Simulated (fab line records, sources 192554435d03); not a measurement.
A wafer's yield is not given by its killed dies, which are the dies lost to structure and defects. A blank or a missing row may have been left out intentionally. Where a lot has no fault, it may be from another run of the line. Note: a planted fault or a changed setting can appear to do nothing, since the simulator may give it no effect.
Chamber matching + flow n5-finfet + 4 sister chambers for N5_BEOL_M14_ETCH_68 on rie-diel-05
The step etches SOC in N2/H2, time 450 s. 8 wafers are shown with their chamber, then 9 later ones without.

## WAFERS, EACH WITH ITS CHAMBER
| wafer  | chamber | throttle-valve-pct (%) | showerhead-plenum-p-Torr (Torr) |
|--------|---------|------------------------|---------------------------------|
| L077.1 | 3       | 17.93                  | 2.63                            |
| L080.1 | 2       | 17.58                  | 2.70                            |
| L080.3 | 3       | 17.94                  | 2.62                            |
| L085.4 | 0       | 17.49                  | 2.46                            |
| L085.6 | 1       | 18.14                  | 2.56                            |
| L087.1 | 1       | 18.13                  | 2.56                            |
| L087.2 | 2       | 17.62                  | 2.69                            |
| L087.6 | 0       | 17.50                  | 2.46                            |

## WAFERS WITH NO CHAMBER GIVEN
| wafer  | throttle-valve-pct (%) | showerhead-plenum-p-Torr (Torr) |
|--------|------------------------|---------------------------------|
| L090.3 | 18.16                  | 2.56                            |
| L090.4 | 17.60                  | 2.62                            |
| L090.5 | 17.59                  | 2.62                            |
| L091.2 | 17.51                  | 2.46                            |
| L091.4 | 18.17                  | 2.55                            |
| L091.6 | 18.17                  | 2.55                            |
| L096.3 | 17.61                  | 2.61                            |
| L096.4 | 17.68                  | 2.68                            |
| L096.5 | 17.61                  | 2.61                            |

## WHICH CHAMBER EACH WENT THROUGH
| wafer  | from the rows above | in truth                   |
|--------|---------------------|----------------------------|
| L090.3 | 1                   | 1                          |
| L090.4 | 2                   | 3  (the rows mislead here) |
| L090.5 | 2                   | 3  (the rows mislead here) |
| L091.2 | 0                   | 0                          |
| L091.4 | 1                   | 1                          |
| L091.6 | 1                   | 1                          |
| L096.3 | 2                   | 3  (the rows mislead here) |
| L096.4 | 2                   | 2                          |
| L096.5 | 2                   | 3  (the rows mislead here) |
Correct placement for 5 of the 9. Can't be placed from these rows: 0. Number placed wrongly: 4.
How it was worked out, from the rows above alone: a wafer's distance from a chamber is the root of the sum, over the readings, of the square of ((its reading less the chamber's mean) divided by the reading's scatter). If the next closest chamber is less than 2 further off than the closest, the wafer can't be placed; otherwise it belongs to the closest. Each chamber's mean is taken over the wafers shown for it. The scatter: take each reading less its chamber's mean, square it, sum over the shown wafers, divide by the number of wafers less the number of chambers, and take the root.
